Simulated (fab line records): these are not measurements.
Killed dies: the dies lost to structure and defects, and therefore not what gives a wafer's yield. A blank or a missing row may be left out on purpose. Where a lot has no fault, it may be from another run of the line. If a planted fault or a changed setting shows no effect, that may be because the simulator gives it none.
The tool behind it: which one? :: flow n5Finfet :: 72 wafers from 24 lots sampled at 4 of the route's 1938 steps

== WHAT THE GAUGES READ, wafer by wafer ==
N5_BEOL_M9_OVL_MEAS_29.
lot: L075
measured: day 10 05:18
on: overlay-01
V8_OVL (nm): 1.3 0.8 0.3

lot: L074
measured: day 10 09:35
on: overlay-02
V8_OVL (nm): 0.0 0.2 0.5

lot: L076
measured: day 10 12:05
on: overlay-02
V8_OVL (nm): -0.4 -0.1 0.5

lot: L077
measured: day 10 14:18
on: overlay-01
V8_OVL (nm): 0.7 0.3 0.1

lot: L078
measured: day 10 17:00
on: overlay-02
V8_OVL (nm): 1.7 1.3 1.5

lot: L079
measured: day 10 21:09
on: overlay-01
V8_OVL (nm): 1.5 1.7 1.4

lot: L080
measured: day 11 13:10
on: overlay-01
V8_OVL (nm): 0.3 0.3 -0.1

lot: L081
measured: day 11 18:08
on: overlay-01
V8_OVL (nm): -0.2 0.5 0.2

lot: L082
measured: day 12 07:17
on: overlay-01
V8_OVL (nm): 1.3 0.5 -0.1

lot: L083
measured: day 12 10:34
on: overlay-01
V8_OVL (nm): 0.4 0.3 1.3

lot: L084
measured: day 12 18:07
on: overlay-01
V8_OVL (nm): 1.6 1.6 2.0

lot: L085
measured: day 12 19:56
on: overlay-01
V8_OVL (nm): -0.2 0.4 0.6

lot: L087
measured: day 13 06:28
on: overlay-01
V8_OVL (nm): 1.4 0.4 -0.4

lot: L088
measured: day 13 09:39
on: overlay-02
V8_OVL (nm): -0.1 1.4 -0.2

lot: L089
measured: day 13 12:00
on: overlay-01
V8_OVL (nm): 0.0 -0.5 1.3

lot: L086
measured: day 13 13:32
on: overlay-01
V8_OVL (nm): 0.9 0.6 0.3

lot: L090
measured: day 13 18:14
on: overlay-01
V8_OVL (nm): 0.0 0.7 0.8

lot: L092
measured: day 14 06:01
on: overlay-01
V8_OVL (nm): 0.7 0.7 0.4

lot: L091
measured: day 14 10:35
on: overlay-01
V8_OVL (nm): 0.0 0.6 0.2

lot: L093
measured: day 14 23:13
on: overlay-01
V8_OVL (nm): 0.5 0.3 -0.1

lot: L095
measured: day 14 23:07
on: overlay-02
V8_OVL (nm): -1.7 -1.0 0.3

lot: L094
measured: day 14 23:32
on: overlay-02
V8_OVL (nm): 1.2 1.0 1.7

lot: L096
measured: day 15 05:26
on: overlay-01
V8_OVL (nm): -0.7 -0.1 -0.2

lot: L097
measured: day 15 12:09
on: overlay-02
V8_OVL (nm): 0.2 0.3 0.7

N5_BEOL_M9_CD_MEAS_35: target cd 70 nm, target cd y 40 nm.
lot: L075
measured: day 10 05:59
on: cdSem-03
cdNm (nm): 70.1 70.1 69.7

lot: L074
measured: day 10 10:16
on: cdSem-01
cdNm (nm): 70.1 69.8 70.5

lot: L076
measured: day 10 12:46
on: cdSem-03
cdNm (nm): 70.0 70.4 70.7

lot: L077
measured: day 10 15:02
on: cdSem-01
cdNm (nm): 69.0 69.0 69.8

lot: L078
measured: day 10 17:41
on: cdSem-01
cdNm (nm): 69.9 70.1 70.0

lot: L079
measured: day 10 21:51
on: cdSem-02
cdNm (nm): 68.9 69.4 69.3

lot: L080
measured: day 11 13:52
on: cdSem-03
cdNm (nm): 69.2 69.1 69.5

lot: L081
measured: day 11 18:53
on: cdSem-03
cdNm (nm): 69.4 69.6 69.9

lot: L082
measured: day 12 08:41
on: cdSem-01
cdNm (nm): 69.4 69.0 69.3

lot: L083
measured: day 12 12:06
on: cdSem-03
cdNm (nm): 70.6 69.7 70.1

lot: L084
measured: day 12 20:34
on: cdSem-03
cdNm (nm): 69.5 69.6 69.7

lot: L085
measured: day 12 23:11
on: cdSem-03
cdNm (nm): 69.9 70.1 70.4

lot: L087
measured: day 13 07:23
on: cdSem-02
cdNm (nm): 69.6 70.2 69.4

lot: L088
measured: day 13 10:21
on: cdSem-02
cdNm (nm): 69.7 70.1 70.3

lot: L089
measured: day 13 12:42
on: cdSem-01
cdNm (nm): 69.6 69.2 69.8

lot: L086
measured: day 13 14:14
on: cdSem-03
cdNm (nm): 69.2 70.1 70.0

lot: L090
measured: day 13 19:02
on: cdSem-01
cdNm (nm): 69.3 70.0 69.8

lot: L092
measured: day 14 06:58
on: cdSem-03
cdNm (nm): 69.4 69.9 68.9

lot: L091
measured: day 14 11:19
on: cdSem-01
cdNm (nm): 70.8 71.0 69.8

lot: L093
measured: day 15 00:15
on: cdSem-03
cdNm (nm): 71.0 70.3 70.3

lot: L095
measured: day 14 23:49
on: cdSem-02
cdNm (nm): 69.3 69.0 69.2

lot: L094
measured: day 15 00:16
on: cdSem-01
cdNm (nm): 69.9 69.7 70.3

lot: L096
measured: day 15 06:16
on: cdSem-01
cdNm (nm): 69.9 70.1 70.1

lot: L097
measured: day 15 12:51
on: cdSem-03
cdNm (nm): 69.3 68.9 69.7

== EACH LOT AND THE TOOL THAT RAN IT (in order: tool; ch and the chambers of the sampled wafers; start) ==
lot: L075
N5_BEOL_M9_STRIP_19: rieDiel-02 ch 1,2, day 10 04:33
N5_BEOL_M9_DESCUM_33: rieDiel-04 ch 0,1,3, day 10 05:23

lot: L074
N5_BEOL_M9_STRIP_19: rieDiel-06 ch 0,3, day 10 08:07
N5_BEOL_M9_DESCUM_33: rieDiel-02 ch 0,2, day 10 09:40

lot: L076
N5_BEOL_M9_STRIP_19: rieDiel-06 ch 0,2, day 10 11:32
N5_BEOL_M9_DESCUM_33: rieDiel-06 ch 0,2, day 10 12:10

lot: L077
N5_BEOL_M9_STRIP_19: rieDiel-06 ch 0,2, day 10 12:58
N5_BEOL_M9_DESCUM_33: rieDiel-02 ch 0,1,2, day 10 14:26

lot: L078
N5_BEOL_M9_STRIP_19: rieDiel-02 ch 0,1,2, day 10 16:28
N5_BEOL_M9_DESCUM_33: rieDiel-04 ch 2,3, day 10 17:04

lot: L079
N5_BEOL_M9_STRIP_19: rieDiel-02 ch 0,2, day 10 19:16
N5_BEOL_M9_DESCUM_33: rieDiel-02 ch 0,1, day 10 21:14

lot: L080
N5_BEOL_M9_STRIP_19: rieDiel-06 ch 1,2, day 11 12:31
N5_BEOL_M9_DESCUM_33: rieDiel-04 ch 0,1, day 11 13:15

lot: L081
N5_BEOL_M9_STRIP_19: rieDiel-02 ch 0,1, day 11 16:45
N5_BEOL_M9_DESCUM_33: rieDiel-06 ch 1,3, day 11 18:17

lot: L082
N5_BEOL_M9_STRIP_19: rieDiel-04 ch 0,1,2, day 12 05:27
N5_BEOL_M9_DESCUM_33: rieDiel-06 ch 0,1,2, day 12 08:05

lot: L083
N5_BEOL_M9_STRIP_19: rieDiel-02 ch 0,1,2, day 12 10:10
N5_BEOL_M9_DESCUM_33: rieDiel-06 ch 0,1,3, day 12 11:29

lot: L084
N5_BEOL_M9_STRIP_19: rieDiel-06 ch 0,1,3, day 12 17:43
N5_BEOL_M9_DESCUM_33: rieDiel-02 ch 0,1,2, day 12 19:57

lot: L085
N5_BEOL_M9_STRIP_19: rieDiel-02 ch 1,3, day 12 19:24
N5_BEOL_M9_DESCUM_33: rieDiel-06 ch 0,2, day 12 22:34

lot: L087
N5_BEOL_M9_STRIP_19: rieDiel-02 ch 1,2, day 13 06:03
N5_BEOL_M9_DESCUM_33: rieDiel-06 ch 0,1,2, day 13 06:46

lot: L088
N5_BEOL_M9_STRIP_19: rieDiel-02 ch 0,1,2, day 13 07:14
N5_BEOL_M9_DESCUM_33: rieDiel-06 ch 0,2,3, day 13 09:44

lot: L089
N5_BEOL_M9_STRIP_19: rieDiel-04 ch 0,1,2, day 13 11:23
N5_BEOL_M9_DESCUM_33: rieDiel-02 ch 0,2, day 13 12:05

lot: L086
N5_BEOL_M9_STRIP_19: rieDiel-06 ch 1,3, day 13 11:37
N5_BEOL_M9_DESCUM_33: rieDiel-06 ch 0,1,3, day 13 13:37

lot: L090
N5_BEOL_M9_STRIP_19: rieDiel-02 ch 0,3, day 13 17:41
N5_BEOL_M9_DESCUM_33: rieDiel-02 ch 0,2,3, day 13 18:19

lot: L092
N5_BEOL_M9_STRIP_19: rieDiel-06 ch 1,3, day 14 05:36
N5_BEOL_M9_DESCUM_33: rieDiel-02 ch 2,3, day 14 06:20

lot: L091
N5_BEOL_M9_STRIP_19: rieDiel-04 ch 1,2,3, day 14 08:41
N5_BEOL_M9_DESCUM_33: rieDiel-06 ch 1,2,3, day 14 10:43

lot: L093
N5_BEOL_M9_STRIP_19: rieDiel-06 ch 1,3, day 14 21:23
N5_BEOL_M9_DESCUM_33: rieDiel-02 ch 0,1,2, day 14 23:38

lot: L095
N5_BEOL_M9_STRIP_19: rieDiel-06 ch 0,1,3, day 14 21:25
N5_BEOL_M9_DESCUM_33: rieDiel-02 ch 0,1,3, day 14 23:12

lot: L094
N5_BEOL_M9_STRIP_19: rieDiel-02 ch 0,1,2, day 14 22:06
N5_BEOL_M9_DESCUM_33: rieDiel-04 ch 0,1,3, day 14 23:38

lot: L096
N5_BEOL_M9_STRIP_19: rieDiel-04 ch 0,1, day 15 04:54
N5_BEOL_M9_DESCUM_33: rieDiel-04 ch 0,1, day 15 05:39

lot: L097
N5_BEOL_M9_STRIP_19: rieDiel-02 ch 0,1,3, day 15 11:30
N5_BEOL_M9_DESCUM_33: rieDiel-02 ch 0,3, day 15 12:13
- N5_BEOL_M9_STRIP_19: strips in O2.
- N5_BEOL_M9_DESCUM_33: chemistry O2, time 7 s.

== WHAT THE TOOLS THEMSELVES READ (means of the sampled wafers that have a number; where no wafer has one, the mark that the record gives instead) ==
N5_BEOL_M9_STRIP_19.
lot: L075
tool: rieDiel-02
drypumpMotorCurrentA (A): 5.71
o2FlowSccm (sccm): 225.2
oesProductAu (a.u.): 0.73
rfVppV (V): 3.8
showerheadPlenumPTorr (Torr): 2.05
throttleValvePct (%): 16.88

lot: L074
tool: rieDiel-06
drypumpMotorCurrentA (A): 5.94
o2FlowSccm (sccm): 225.2
oesProductAu (a.u.): 0.71
rfVppV (V): 3.8
showerheadPlenumPTorr (Torr): 2.11
throttleValvePct (%): 17.01

lot: L076
tool: rieDiel-06
drypumpMotorCurrentA (A): 5.80
o2FlowSccm (sccm): 226.0
oesProductAu (a.u.): 0.70
rfVppV (V): 4.6
showerheadPlenumPTorr (Torr): 2.16
throttleValvePct (%): 16.92

lot: L077
tool: rieDiel-06
drypumpMotorCurrentA (A): 5.79
o2FlowSccm (sccm): 226.0
oesProductAu (a.u.): 0.71
rfVppV (V): 3.4
showerheadPlenumPTorr (Torr): 2.16
throttleValvePct (%): 16.92

lot: L078
tool: rieDiel-02
drypumpMotorCurrentA (A): 5.78
o2FlowSccm (sccm): 224.6
oesProductAu (a.u.): 0.74
rfVppV (V): 3.2
showerheadPlenumPTorr (Torr): 2.06
throttleValvePct (%): 16.84

lot: L079
tool: rieDiel-02
drypumpMotorCurrentA (A): 5.83
o2FlowSccm (sccm): 224.5
oesProductAu (a.u.): 0.75
rfVppV (V): 3.9
showerheadPlenumPTorr (Torr): 2.07
throttleValvePct (%): 16.82

lot: L080
tool: rieDiel-06
drypumpMotorCurrentA (A): 5.90
o2FlowSccm (sccm): 224.3
oesProductAu (a.u.): 0.88
rfVppV (V): 3.6
showerheadPlenumPTorr (Torr): 2.16
throttleValvePct (%): 16.52

lot: L081
tool: rieDiel-02
drypumpMotorCurrentA (A): 6.04
o2FlowSccm (sccm): 225.4
oesProductAu (a.u.): 0.72
rfVppV (V): 2.9
showerheadPlenumPTorr (Torr): 2.08
throttleValvePct (%): 16.96

lot: L082
tool: rieDiel-04
drypumpMotorCurrentA (A): 5.97
o2FlowSccm (sccm): 225.5
oesProductAu (a.u.): 0.84
rfVppV (V): 3.5
showerheadPlenumPTorr (Torr): 2.15
throttleValvePct (%): 16.63

lot: L083
tool: rieDiel-02
drypumpMotorCurrentA (A): 5.77
o2FlowSccm (sccm): 225.5
oesProductAu (a.u.): 0.73
rfVppV (V): 3.2
showerheadPlenumPTorr (Torr): 2.06
throttleValvePct (%): 16.89

lot: L084
tool: rieDiel-06
drypumpMotorCurrentA (A): 5.98
o2FlowSccm (sccm): 225.2
oesProductAu (a.u.): 0.88
rfVppV (V): 3.4
showerheadPlenumPTorr (Torr): 2.11
throttleValvePct (%): 16.63

lot: L085
tool: rieDiel-02
drypumpMotorCurrentA (A): 5.69
o2FlowSccm (sccm): 225.4
oesProductAu (a.u.): 0.88
rfVppV (V): 3.1
showerheadPlenumPTorr (Torr): 2.11
throttleValvePct (%): 16.67

lot: L087
tool: rieDiel-02
drypumpMotorCurrentA (A): 5.50
o2FlowSccm (sccm): 224.8
oesProductAu (a.u.): 0.72
rfVppV (V): 4.0
showerheadPlenumPTorr (Torr): 2.03
throttleValvePct (%): 16.78

lot: L088
tool: rieDiel-02
drypumpMotorCurrentA (A): 5.76
o2FlowSccm (sccm): 225.5
oesProductAu (a.u.): 0.72
rfVppV (V): 3.0
showerheadPlenumPTorr (Torr): 2.05
throttleValvePct (%): 16.90

lot: L089
tool: rieDiel-04
drypumpMotorCurrentA (A): 5.97
o2FlowSccm (sccm): 224.8
oesProductAu (a.u.): 0.83
rfVppV (V): 4.3
showerheadPlenumPTorr (Torr): 2.15
throttleValvePct (%): 16.65

lot: L086
tool: rieDiel-06
drypumpMotorCurrentA (A): 6.01
o2FlowSccm (sccm): 225.1
oesProductAu (a.u.): 0.86
rfVppV (V): 3.8
showerheadPlenumPTorr (Torr): 2.11
throttleValvePct (%): 16.54

lot: L090
tool: rieDiel-02
drypumpMotorCurrentA (A): 5.76
o2FlowSccm (sccm): 225.4
oesProductAu (a.u.): 0.87
rfVppV (V): 3.9
showerheadPlenumPTorr (Torr): 2.12
throttleValvePct (%): 16.65

lot: L092
tool: rieDiel-06
drypumpMotorCurrentA (A): 6.09
o2FlowSccm (sccm): 225.0
oesProductAu (a.u.): 0.81
rfVppV (V): 3.4
showerheadPlenumPTorr (Torr): 2.06
throttleValvePct (%): 16.72

lot: L091
tool: rieDiel-04
drypumpMotorCurrentA (A): 5.83
o2FlowSccm (sccm): 225.2
oesProductAu (a.u.): 0.81
rfVppV (V): 4.0
showerheadPlenumPTorr (Torr): 2.11
throttleValvePct (%): 16.63

lot: L093
tool: rieDiel-06
drypumpMotorCurrentA (A): 6.11
o2FlowSccm (sccm): 225.6
oesProductAu (a.u.): 0.81
rfVppV (V): 3.6
showerheadPlenumPTorr (Torr): 2.06
throttleValvePct (%): 16.73

lot: L095
tool: rieDiel-06
drypumpMotorCurrentA (A): 5.98
o2FlowSccm (sccm): 225.1
oesProductAu (a.u.): 0.84
rfVppV (V): 3.5
showerheadPlenumPTorr (Torr): 2.10
throttleValvePct (%): 16.65

lot: L094
tool: rieDiel-02
drypumpMotorCurrentA (A): 5.78
o2FlowSccm (sccm): 225.0
oesProductAu (a.u.): 0.79
rfVppV (V): 4.1
showerheadPlenumPTorr (Torr): 2.05
throttleValvePct (%): 16.76

lot: L096
tool: rieDiel-04
drypumpMotorCurrentA (A): 5.98
o2FlowSccm (sccm): 224.8
oesProductAu (a.u.): 0.78
rfVppV (V): 3.5
showerheadPlenumPTorr (Torr): 2.19
throttleValvePct (%): 17.00

lot: L097
tool: rieDiel-02
drypumpMotorCurrentA (A): 5.85
o2FlowSccm (sccm): 225.1
oesProductAu (a.u.): 0.85
rfVppV (V): 4.2
showerheadPlenumPTorr (Torr): 2.09
throttleValvePct (%): 16.71

N5_BEOL_M9_DESCUM_33.
lot: L075
tool: rieDiel-04
drypumpMotorCurrentA (A): 5.85
o2FlowSccm (sccm): 225.4
oesProductAu (a.u.): 0.80
rfVppV (V): 243.7
showerheadPlenumPTorr (Torr): 2.16
throttleValvePct (%): 20.69

lot: L074
tool: rieDiel-02
drypumpMotorCurrentA (A): 5.82
o2FlowSccm (sccm): 224.8
oesProductAu (a.u.): 0.76
rfVppV (V): 241.7
showerheadPlenumPTorr (Torr): 2.07
throttleValvePct (%): 20.59

lot: L076
tool: rieDiel-06
drypumpMotorCurrentA (A): 5.79
o2FlowSccm (sccm): 225.2
oesProductAu (a.u.): 0.71
rfVppV (V): 244.2
showerheadPlenumPTorr (Torr): 2.16
throttleValvePct (%): 20.64

lot: L077
tool: rieDiel-02
drypumpMotorCurrentA (A): 5.76
o2FlowSccm (sccm): 224.7
oesProductAu (a.u.): 0.73
rfVppV (V): 242.2
showerheadPlenumPTorr (Torr): 2.06
throttleValvePct (%): 20.61

lot: L078
tool: rieDiel-04
drypumpMotorCurrentA (A): 5.66
o2FlowSccm (sccm): 224.8
oesProductAu (a.u.): 0.83
rfVppV (V): 242.0
showerheadPlenumPTorr (Torr): 2.05
throttleValvePct (%): 20.10

lot: L079
tool: rieDiel-02
drypumpMotorCurrentA (A): 6.02
o2FlowSccm (sccm): 223.9
oesProductAu (a.u.): 0.73
rfVppV (V): 243.2
showerheadPlenumPTorr (Torr): 2.08
throttleValvePct (%): 20.74

lot: L080
tool: rieDiel-04
drypumpMotorCurrentA (A): 6.10
o2FlowSccm (sccm): 224.5
oesProductAu (a.u.): 0.86
rfVppV (V): 243.8
showerheadPlenumPTorr (Torr): 2.21
throttleValvePct (%): 20.65

lot: L081
tool: rieDiel-06
drypumpMotorCurrentA (A): 6.10
o2FlowSccm (sccm): 224.6
oesProductAu (a.u.): 0.84
rfVppV (V): 242.2
showerheadPlenumPTorr (Torr): 2.06
throttleValvePct (%): 20.45

lot: L082
tool: rieDiel-06
drypumpMotorCurrentA (A): 5.85
o2FlowSccm (sccm): 224.5
oesProductAu (a.u.): 0.87
rfVppV (V): 244.0
showerheadPlenumPTorr (Torr): 2.15
throttleValvePct (%): 20.40

lot: L083
tool: rieDiel-06
drypumpMotorCurrentA (A): 5.98
o2FlowSccm (sccm): 225.1
oesProductAu (a.u.): 0.89
rfVppV (V): 243.1
showerheadPlenumPTorr (Torr): 2.10
throttleValvePct (%): 20.42

lot: L084
tool: rieDiel-02
drypumpMotorCurrentA (A): 5.75
o2FlowSccm (sccm): 224.9
oesProductAu (a.u.): 0.71
rfVppV (V): 242.9
showerheadPlenumPTorr (Torr): 2.05
throttleValvePct (%): 20.64

lot: L085
tool: rieDiel-06
drypumpMotorCurrentA (A): 5.80
o2FlowSccm (sccm): 225.2
oesProductAu (a.u.): 0.77
rfVppV (V): 244.3
showerheadPlenumPTorr (Torr): 2.15
throttleValvePct (%): 20.54

lot: L087
tool: rieDiel-06
drypumpMotorCurrentA (A): 5.85
o2FlowSccm (sccm): 225.2
oesProductAu (a.u.): 0.84
rfVppV (V): 244.2
showerheadPlenumPTorr (Torr): 2.15
throttleValvePct (%): 20.41

lot: L088
tool: rieDiel-06
drypumpMotorCurrentA (A): 5.92
o2FlowSccm (sccm): 224.8
oesProductAu (a.u.): 0.79
rfVppV (V): 243.7
showerheadPlenumPTorr (Torr): 2.10
throttleValvePct (%): 20.57

lot: L089
tool: rieDiel-02
drypumpMotorCurrentA (A): 5.56
o2FlowSccm (sccm): 225.2
oesProductAu (a.u.): 0.74
rfVppV (V): 241.9
showerheadPlenumPTorr (Torr): 2.03
throttleValvePct (%): 20.51

lot: L086
tool: rieDiel-06
drypumpMotorCurrentA (A): 5.96
o2FlowSccm (sccm): 225.2
oesProductAu (a.u.): 0.85
rfVppV (V): 243.5
showerheadPlenumPTorr (Torr): 2.10
throttleValvePct (%): 20.42

lot: L090
tool: rieDiel-02
drypumpMotorCurrentA (A): 5.68
o2FlowSccm (sccm): 225.0
oesProductAu (a.u.): 0.80
rfVppV (V): 242.6
showerheadPlenumPTorr (Torr): 2.08
throttleValvePct (%): 20.48

lot: L092
tool: rieDiel-02
drypumpMotorCurrentA (A): 5.41
o2FlowSccm (sccm): 225.0
oesProductAu (a.u.): 0.80
rfVppV (V): 241.8
showerheadPlenumPTorr (Torr): 2.05
throttleValvePct (%): 20.35

lot: L091
tool: rieDiel-06
drypumpMotorCurrentA (A): 5.97
o2FlowSccm (sccm): 225.0
oesProductAu (a.u.): 0.79
rfVppV (V): 243.6
showerheadPlenumPTorr (Torr): 2.10
throttleValvePct (%): 20.47

lot: L093
tool: rieDiel-02
drypumpMotorCurrentA (A): 5.76
o2FlowSccm (sccm): 225.2
oesProductAu (a.u.): 0.79
rfVppV (V): 241.8
showerheadPlenumPTorr (Torr): 2.04
throttleValvePct (%): 20.53

lot: L095
tool: rieDiel-02
drypumpMotorCurrentA (A): 5.86
o2FlowSccm (sccm): 225.0
oesProductAu (a.u.): 0.86
rfVppV (V): 243.9
showerheadPlenumPTorr (Torr): 2.08
throttleValvePct (%): 20.50

lot: L094
tool: rieDiel-04
drypumpMotorCurrentA (A): 5.85
o2FlowSccm (sccm): 224.6
oesProductAu (a.u.): 0.76
rfVppV (V): 243.8
showerheadPlenumPTorr (Torr): 2.15
throttleValvePct (%): 20.73

lot: L096
tool: rieDiel-04
drypumpMotorCurrentA (A): 5.97
o2FlowSccm (sccm): 226.0
oesProductAu (a.u.): 0.77
rfVppV (V): 244.7
showerheadPlenumPTorr (Torr): 2.18
throttleValvePct (%): 20.76

lot: L097
tool: rieDiel-02
drypumpMotorCurrentA (A): 5.93
o2FlowSccm (sccm): 225.2
oesProductAu (a.u.): 0.77
rfVppV (V): 243.4
showerheadPlenumPTorr (Torr): 2.09
throttleValvePct (%): 20.62

== THE ANSWER, worked out from the rows above alone ==
Rule: the lots themselves supply what counts as usual. Put in order of their means at a reading, lots are off if they are a third of the lots or fewer, leave a main group of 4 or more, and stand apart from it by a gap of 3 or more times the standard deviation of the main group's means; of several such gaps the widest counts. The tables above print the reading to a certain number of digits; a main group whose means all agree to those digits is not used. Also off: a lot with no number at a reading for which 4 or more lots have one. Any other lot the step has rows for is counted as sound. The gauges are gone through in route order, then the tools' own readings, and for those a lot's mean is taken as printed above. At the first step where some lot is off, the reading lying furthest off is the one used; lots without a number count as furthest.
Across all readings shown, no lot is off: no conclusion can be drawn from this.

== WHAT HAD BEEN PUT IN BY THE SIMULATOR ==
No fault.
